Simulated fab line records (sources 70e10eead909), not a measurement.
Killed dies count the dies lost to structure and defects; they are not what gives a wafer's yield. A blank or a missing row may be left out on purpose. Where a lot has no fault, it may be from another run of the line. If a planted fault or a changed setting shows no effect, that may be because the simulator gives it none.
fab line records    flow nand-harc
record lots=11  wafers=33  last-day=33
route steps=1302 shown A_CONTACT@1015 END@1302
lots untouched by any fault: they come from a run of this same line in which no faults occurred
start-h: hours from the record's opening day to when the first of the lot's shown wafers began    wait-h: time in hours since the lot's previous step    " as in the row above    L1.1+2: a row that stands for several wafers    - no value present, or no start provided    * or withheld: withheld    < > ~ a bound
route shown NAME@n: names a module that has steps shown in the file, with the first one's number in the route    usual: mean/standard deviation of fault-free wafers    same: alike in all rows    chamber/n: place in a boat    sites: each site's reading    _std_site: standard deviation across them    _edge_site: mean of outer sites minus mean of inner sites    radius-mm: for every site, how far away it sits from the centre of the wafer    mask NAME#n: copy n    behind: the last tool/chamber to shape the wafer    hold: why the lot was held/for how many hours/how that ended    device: names the non-switching transistor (n, p or np)    end of line: the route-end tests of the same wafers    where a step has no rows: the recipe by itself    killed: count of dies lost to structure and defects at first sort (not the wafer's yield)    map: a wafer's dies, marking killed ones x, the rest . and places with no die _
set.NAME: setting as actually run; set.NAME@STEP: the setting as run at that earlier step    model.NAME: the simulator's own value behind a step, which no gauge read
route steps across a sampled set of lots; one table per step, one row per wafer
services: from which hour (start-h, from the record's first day; less than 0 if before it) a tool's chamber was out of use, for how many hours, and why
## steps
# step NHARC_A_CONTACT_ETCH_121
# recipe source-w=withheld  pressure-mtorr=20  bias-v=3000  time-s=190  target-depth-a=18500  ar-flow-sccm=withheld  c4f8-flow-sccm=withheld  o2-flow-sccm=withheld  chemistry=C4F8/O2/Ar
lot.wafer  tool             chamber  start-h  wait-h  rf-hours-counter-h
L157.1     har-cap-etch-01  1        527.36   0.1     3
L157.4     "                1        "        "       -
L157.3     "                0        "        "       -
L160.2     har-cap-etch-01  0        541.71   0.1     5
L160.3     "                0        "        "       -
L160.6     "                0        "        "       -
L162.2     har-cap-etch-03  1        557.47   0.1     52
L162.1     "                0        "        "       52
L162.6     "                0        "        "       -
L161.4     har-cap-etch-01  1        558.22   0.1     -
L161.5     "                0        "        "       -
L161.6     "                1        "        "       -
L168.3     har-cap-etch-02  0        638.92   0.1     -
L168.4     "                1        "        "       -
L168.5     "                0        "        "       -
L169.1     har-cap-etch-01  1        647.33   0.2     23
L169.3     "                0        "        "       -
L169.4     "                1        "        "       -
L171.1     har-cap-etch-01  1        655.21   0.1     25
L171.3     "                1        "        "       -
L171.6     "                1        "        "       -
L172.1     har-cap-etch-02  0        679.46   0.1     105
L172.4     "                0        "        "       -
L172.5     "                0        "        "       -
L175.4     har-cap-etch-03  0        697.13   0.1     -
L175.5     "                1        "        "       -
L175.6     "                0        "        "       -
L177.4     har-cap-etch-02  0        711.31   0.1     -
L177.6     "                1        "        "       -
L177.5     "                0        "        "       -
L178.3     har-cap-etch-02  1        725.63   0.1     -
L178.4     "                0        "        "       -
L178.5     "                1        "        "       -
# step NHARC_A_CONTACT_ETCH_123
# recipe source-w=withheld  pressure-mtorr=20  bias-v=400  time-s=490  target-depth-a=21100  ar-flow-sccm=withheld  c4f8-flow-sccm=11.5  o2-flow-sccm=7.2  chemistry=C4F8/O2/Ar
lot.wafer  tool             chamber  start-h  wait-h  rf-hours-counter-h
L157.1     har-cap-etch-01  1        527.70   0.1     3
L157.4     "                1        "        "       -
L157.3     "                0        "        "       -
L160.2     har-cap-etch-01  0        542.11   0.2     6
L160.3     "                0        "        "       -
L160.6     "                0        "        "       -
L162.2     har-cap-etch-03  1        557.82   0.1     52
L162.1     "                0        "        "       52
L162.6     "                0        "        "       -
L161.4     har-cap-etch-01  1        558.74   0.3     -
L161.5     "                0        "        "       -
L161.6     "                1        "        "       -
L168.3     har-cap-etch-02  0        639.38   0.3     -
L168.4     "                1        "        "       -
L168.5     "                0        "        "       -
L169.1     har-cap-etch-01  1        647.87   0.3     23
L169.3     "                0        "        "       -
L169.4     "                1        "        "       -
L171.1     har-cap-etch-01  1        655.55   0.1     26
L171.3     "                1        "        "       -
L171.6     "                1        "        "       -
L172.1     har-cap-etch-02  0        679.80   0.1     105
L172.4     "                0        "        "       -
L172.5     "                0        "        "       -
L175.4     har-cap-etch-03  0        697.64   0.3     -
L175.5     "                1        "        "       -
L175.6     "                0        "        "       -
L177.4     har-cap-etch-02  0        711.83   0.3     -
L177.6     "                1        "        "       -
L177.5     "                0        "        "       -
L178.3     har-cap-etch-02  1        726.09   0.3     -
L178.4     "                0        "        "       -
L178.5     "                1        "        "       -
# step NHARC_A_CONTACT_DEP_57
# recipe target-thk-a=53000  temp-c=400  material=aC
# usual susceptor-temp-C=399.99/0.21  throttle-valve-pct=35.000/0.0098
lot.wafer  tool        chamber  start-h  wait-h  susceptor-temp-C  throttle-valve-pct
L157.1     acl-dep-02  0        533.87   -       400.02            35.016
L157.3     "           0        534.95   -       400.32            35.011
L157.4     "           0        "        "       400.07            34.986
L160.2     acl-dep-01  0        545.98   -       399.86            35.020
L160.3     "           0        "        "       399.56            35.001
L160.6     "           0        548.13   -       399.75            35.014
L162.1     acl-dep-03  0        561.04   -       399.75            34.990
L162.2     "           0        "        "       399.79            34.997
L162.6     "           0        563.73   -       399.85            34.996
L161.4     acl-dep-02  0        563.28   -       -                 35.012
L161.5     "           0        "        "       -                 34.995
L161.6     "           0        "        "       -                 34.991
L168.3     acl-dep-02  0        643.76   -       399.65            35.001
L168.4     "           0        "        "       399.68            35.010
L168.5     "           0        "        "       400.24            34.999
L169.1     acl-dep-01  0        651.39   -       400.32            34.995
L169.3     "           0        652.47   -       400.13            35.002
L169.4     "           0        "        "       399.94            35.004
L171.1     acl-dep-02  0        657.95   -       400.21            35.005
L171.3     "           0        659.02   -       400.08            34.991
L171.6     "           0        660.63   -       399.87            34.998
L172.1     acl-dep-02  0        682.69   -       -                 34.991
L172.4     "           0        684.29   -       -                 35.013
L172.5     "           0        "        "       -                 34.982
L175.4     acl-dep-01  0        704.02   -       -                 34.997
L175.5     "           0        "        "       -                 35.005
L175.6     "           0        "        "       -                 35.008
L177.4     acl-dep-03  0        715.42   -       400.16            35.018
L177.5     "           0        "        "       400.28            34.989
L177.6     "           0        "        "       400.12            34.991
L178.3     acl-dep-03  0        730.20   -       400.22            34.987
L178.4     "           0        "        "       400.15            34.986
L178.5     "           0        "        "       400.06            35.021
# step NHARC_A_CONTACT_DESCUM_74
# recipe time-s=3  o2-flow-sccm=200  ar-flow-sccm=0  bias-power-w=0  chemistry=O2
# usual drypump-motor-current-A=5.9/0.42  o2-flow-sccm=200.1/0.63  oes-product-au=0.994/0.013  rf-vpp-V=57.5/0.98  showerhead-plenum-p-Torr=1.86/0.062  throttle-valve-pct=11.310/0.008
# same bias-power-w=0
lot.wafer  tool         chamber  start-h  wait-h  hold                       drypump-motor-current-A  o2-flow-sccm  oes-product-au  rf-hours-counter-h  rf-vpp-V  showerhead-plenum-p-Torr  throttle-valve-pct
L157.1     rie-diel-07  3        538.07   0.1     -                          6.1                      200.8         0.993           8                   57.5      1.78                      11.319
L157.3     "            0        "        "       -                          6.5                      200.2         0.997           8                   58.6      1.83                      11.298
L157.4     "            1        "        "       -                          5.5                      200.5         1.011           7                   56.7      1.90                      11.320
L160.3     rie-diel-07  1        549.61   0.1     -                          5.5                      200.0         0.996           11                  57.8      1.90                      11.318
L160.2     "            2        "        "       -                          6.0                      199.6         0.988           10                  56.5      1.90                      11.293
L160.6     "            0        "        "       -                          6.6                      201.5         0.998           -                   57.3      1.83                      11.306
L162.1     rie-diel-04  1        565.22   0.1     -                          5.5                      200.4         1.005           7                   55.7      1.86                      11.296
L162.2     "            2        "        "       -                          5.2                      200.3         1.011           7                   56.6      1.90                      11.308
L162.6     "            0        "        "       -                          6.0                      199.9         0.990           -                   57.6      1.92                      11.313
L161.4     rie-diel-07  3        565.81   0.1     -                          6.1                      200.3         0.972           13                  56.3      1.78                      11.309
L161.6     "            2        "        "       -                          5.9                      200.9         0.991           -                   55.9      1.90                      11.310
L161.5     "            3        "        "       -                          6.1                      199.7         0.977           -                   57.8      1.78                      11.310
L168.4     rie-diel-07  2        646.71   0.1     -                          5.9                      199.0         0.979           26                  58.6      1.90                      11.308
L168.3     "            0        "        "       -                          6.6                      200.4         0.989           29                  57.5      1.82                      11.318
L168.5     "            1        "        "       -                          5.6                      199.8         1.007           -                   56.1      1.89                      11.324
L169.3     rie-diel-13  2        666.00   10.3    await-dispo/10.2h/release  5.7                      199.5         0.985           44                  57.9      2.06                      11.308
L169.4     "            0        "        "       await-dispo/10.2h/release  4.7                      199.4         1.019           44                  57.6      1.96                      11.304
L169.1     "            1        "        "       await-dispo/10.2h/release  6.2                      200.7         0.992           42                  56.3      1.80                      11.303
L171.3     rie-diel-07  2        666.30   4.1     await-dispo/4.0h/release   5.9                      199.8         0.992           1                   58.1      1.90                      11.299
L171.1     "            3        "        "       await-dispo/4.0h/release   6.1                      200.2         0.984           1                   57.1      1.78                      11.295
L171.6     "            3        "        "       await-dispo/4.0h/release   6.1                      200.9         0.985           -                   57.4      1.78                      11.307
L172.4     rie-diel-07  2        686.82   0.1     -                          5.9                      199.9         0.987           5                   60.1      1.89                      11.294
L172.1     "            3        "        "       -                          6.1                      200.5         0.976           5                   57.9      1.77                      11.306
L172.5     "            3        "        "       -                          6.1                      200.4         0.973           -                   56.2      1.78                      11.311
L175.4     rie-diel-07  3        706.42   0.1     -                          6.1                      199.2         0.975           11                  55.0      1.77                      11.314
L175.6     "            3        "        "       -                          6.1                      199.7         0.969           -                   56.2      1.77                      11.317
L175.5     "            0        "        "       -                          6.6                      201.0         1.000           -                   58.3      1.82                      11.312
L177.4     rie-diel-07  1        717.97   0.1     -                          5.5                      200.8         1.003           12                  57.2      1.89                      11.296
L177.6     "            1        "        "       -                          5.5                      199.4         1.004           -                   55.9      1.89                      11.320
L177.5     "            2        "        "       -                          6.0                      200.0         0.992           -                   56.2      1.89                      11.307
L178.3     rie-diel-07  1        733.38   0.1     -                          5.5                      199.6         0.989           15                  56.9      1.89                      11.318
L178.4     "            2        "        "       -                          5.9                      199.4         0.996           15                  56.0      1.89                      11.310
L178.5     "            1        "        "       -                          5.6                      199.6         1.001           -                   57.4      1.89                      11.293
# step NHARC_A_CONTACT_ETCH_76
# recipe target-depth-a=2600  over-etch-frac=0.3  time-s=475.3  ion-energy-ev=200  n2-flow-sccm=150  h2-flow-sccm=150  ar-flow-sccm=0  rf-w=400  bias-w=150  chemistry=N2/H2
# usual drypump-motor-current-A=5.9/0.45  oes-product-au=0.995/0.014  rf-vpp-V=428.9/2  showerhead-plenum-p-Torr=1.98/0.063  throttle-valve-pct=14.172/0.0093
lot.wafer  tool         chamber  start-h  wait-h  drypump-motor-current-A  oes-product-au  rf-hours-counter-h  rf-vpp-V  showerhead-plenum-p-Torr  throttle-valve-pct
L157.1     rie-diel-07  1        -        -       5.6                      0.993           8                   431.2     2.02                      14.176
L157.4     "            3        "        "       6.1                      0.986           8                   427.0     1.90                      14.178
L157.3     "            0        "        "       6.6                      0.993           9                   428.0     1.95                      14.174
L160.2     rie-diel-07  3        -        -       6.1                      0.982           10                  427.0     1.90                      14.169
L160.3     "            0        "        "       6.6                      0.996           11                  427.6     1.95                      14.168
L160.6     "            3        "        "       6.1                      0.976           -                   425.6     1.90                      14.164
L162.1     rie-diel-04  1        -        -       5.6                      1.002           7                   428.6     1.98                      14.180
L162.2     "            2        "        "       5.2                      1.013           7                   429.9     2.03                      14.182
L162.6     "            3        "        "       5.4                      1.022           -                   426.2     1.91                      14.187
L161.4     rie-diel-07  1        -        -       5.5                      1.000           13                  431.1     2.02                      14.158
L161.5     "            1        "        "       5.6                      0.992           -                   430.6     2.02                      14.165
L161.6     "            2        "        "       5.9                      0.982           -                   430.5     2.03                      14.174
L168.4     rie-diel-07  0        -        -       6.6                      0.980           29                  426.9     1.94                      14.169
L168.3     "            1        "        "       5.6                      1.010           27                  430.3     2.02                      14.191
L168.5     "            3        "        "       6.1                      0.988           -                   427.8     1.89                      14.184
L169.3     rie-diel-13  3        -        -       5.9                      1.015           48                  428.5     1.97                      14.159
L169.1     "            1        "        "       6.2                      0.995           42                  428.3     1.92                      14.175
L169.4     "            2        "        "       5.7                      0.995           44                  432.9     2.20                      14.176
L171.3     rie-diel-07  0        -        -       6.6                      0.980           1                   427.2     1.94                      14.184
L171.1     "            3        "        "       6.1                      0.981           1                   427.3     1.89                      14.186
L171.6     "            0        "        "       6.6                      0.980           -                   426.9     1.94                      14.171
L172.4     rie-diel-07  2        -        -       5.9                      0.989           5                   429.4     2.02                      14.167
L172.1     "            3        "        "       6.1                      0.976           6                   424.5     1.89                      14.177
L172.5     "            2        "        "       5.9                      0.991           -                   430.2     2.02                      14.158
L175.4     rie-diel-07  1        -        -       5.5                      0.999           10                  429.6     2.01                      14.167
L175.5     "            3        "        "       6.1                      0.974           -                   427.1     1.89                      14.163
L175.6     "            0        "        "       6.6                      0.983           -                   427.2     1.94                      14.176
L177.4     rie-diel-07  0        -        -       6.6                      0.968           12                  426.4     1.94                      14.189
L177.6     "            1        "        "       5.5                      0.988           -                   427.9     2.01                      14.163
L177.5     "            2        "        "       5.9                      0.983           -                   431.7     2.02                      14.191
L178.3     rie-diel-07  1        -        -       5.5                      0.992           15                  429.8     2.01                      14.177
L178.4     "            2        "        "       5.9                      1.002           15                  429.4     2.02                      14.162
L178.5     "            0        "        "       6.6                      0.986           -                   428.4     1.93                      14.174
# step NHARC_END_SORT_01
# recipe temp-c=25
# usual killed-at-array=59/21  killed-at-other=0.8/1.1  killed-at-periphery=4.1/2.8  killed-dies=64/20  killed-open=3.1/1.7  killed-short=2.4/1.6
# same gross-dies=677
lot.wafer  tool       chamber  start-h  wait-h  killed-at-array  killed-at-other  killed-at-periphery  killed-dies  killed-open  killed-short
L169.1     prober-01  0        731.63   2.6     153              0                6                    159          4            1
L169.3     prober-01  0        733.25   3.1     167              0                7                    174          3            2
L169.4     prober-01  0        734.06   3.4     154              1                4                    159          4            1
L171.1     prober-02  0        747.47   2.5     152              0                6                    158          2            0
L171.3     prober-02  0        749.07   3.1     173              0                2                    175          1            0
L171.6     prober-02  0        751.48   4.0     180              1                7                    188          2            3
# killed by level:class
L169.1 A_CONTACT:unspecified=83 A_CHANNEL_HOLE_D1:chamber-film-flake=32 A_CHANNEL_HOLE_D2:chamber-film-flake=16 A_SLIT:chamber-film-flake=6 A_STAIRCASE:chamber-film-flake=5 P_GATE:chamber-film-flake=3 P_CONTACT:chamber-film-flake=3 A_DECK1_JOINT:chamber-film-flake=3
L169.3 A_CONTACT:unspecified=97 A_CHANNEL_HOLE_D1:chamber-film-flake=27 A_CHANNEL_HOLE_D2:chamber-film-flake=19 A_CONTACT:chamber-film-flake=8 P_CONTACT:chamber-film-flake=5 A_STAIRCASE:chamber-film-flake=3 A_DECK1_JOINT:chamber-film-flake=2 A_SLIT:chamber-film-flake=2
L169.4 A_CONTACT:unspecified=93 A_CHANNEL_HOLE_D2:chamber-film-flake=24 A_CHANNEL_HOLE_D1:chamber-film-flake=20 A_CONTACT:chamber-film-flake=7 A_SLIT:chamber-film-flake=5 P_GATE:chamber-film-flake=3 A_ONON_D1:geometric-particle:open=1 A_WL_FILL:geometric-particle:open=1
L171.1 A_CONTACT:unspecified=88 A_CHANNEL_HOLE_D1:chamber-film-flake=29 A_SLIT:chamber-film-flake=20 A_CHANNEL_HOLE_D2:chamber-film-flake=10 P_M2:chamber-film-flake=3 P_GATE:chamber-film-flake=2 A_WL_FILL:chamber-film-flake=2 P_CONTACT:geometric-particle:open=1
L171.3 A_CONTACT:unspecified=86 A_SLIT:chamber-film-flake=32 A_CHANNEL_HOLE_D1:chamber-film-flake=26 A_CHANNEL_HOLE_D2:chamber-film-flake=20 A_STAIRCASE:chamber-film-flake=3 A_WL_FILL:chamber-film-flake=2 A_CONTACT:chamber-film-flake=2 A_WL_FILL:geometric-particle:open=1
L171.6 A_CONTACT:unspecified=87 A_SLIT:chamber-film-flake=32 A_CHANNEL_HOLE_D1:chamber-film-flake=32 A_CHANNEL_HOLE_D2:chamber-film-flake=18 A_STAIRCASE:chamber-film-flake=4 A_WL_FILL:chamber-film-flake=3 P_GATE:chamber-film-flake=2 P_M2:chamber-film-flake=2
## services
tool             chamber  start-h  hours  kind
rie-diel-04      2        503.56   10.2   repair
rie-diel-07      0        504.77   -      clean
rie-diel-07      1        504.77   -      clean
rie-diel-07      2        504.77   -      clean
rie-diel-07      3        504.77   -      clean
rie-diel-13      -        520.07   9.0    pm
rie-diel-07      0        529.28   -      clean
rie-diel-07      1        529.28   -      clean
rie-diel-07      2        529.28   -      clean
rie-diel-07      3        529.28   -      clean
rie-diel-04      -        533.30   9.0    pm
rie-diel-07      0        553.78   -      clean
acl-dep-01       -        556.74   13.0   pm
har-cap-etch-03  -        569.42   1.8    repair
rie-diel-13      0        599.91   4.3    repair
acl-dep-02       -        607.12   13.0   pm
rie-diel-07      -        648.27   9.0    pm
acl-dep-03       -        666.48   13.0   pm
rie-diel-13      -        697.07   9.0    pm
rie-diel-07      0        697.23   3.6    repair
har-cap-etch-01  -        710.22   0.6    repair
rie-diel-04      -        710.98   9.0    pm
har-cap-etch-03  -        711.69   0.7    repair
har-cap-etch-01  -        722.64   0.6    repair
## key
first-sign step=NHARC_END_SORT_01  reading=killed-dies  direction=up  sigmas=5.1  usual=64  struck=169
effect step=NHARC_END_SORT_01  reading=killed-at-array  direction=up  sigmas=5.1  usual=59  struck=163
more-kills-born-at NHARC_A_CONTACT_ETCH_121@har-cap-etch-01=534
met-at NHARC_A_CONTACT_ETCH_121
struck-lots L169,L171
tester-left-out L169,L171
not-acting-at NHARC_A_CONTACT_ETCH_123,NHARC_A_CONTACT_DEP_57,NHARC_A_CONTACT_ETCH_76
onset-between 558.22 647.33
fault kind=chamber-particle-source  tool=har-cap-etch-01  chamber=-  onset-h=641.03  steps=NHARC_A_CONTACT_ETCH_121  rate-per-visit-cm2=1.3594  end-h=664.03
# tester-left-out: of these lots the tester's yield and bins aren't shown, on N5 and GAA mostly nor the transistor test; their killed dies are dies lost to structure and defects alone, not to doping, threshold or leakage, so they don't give the yield
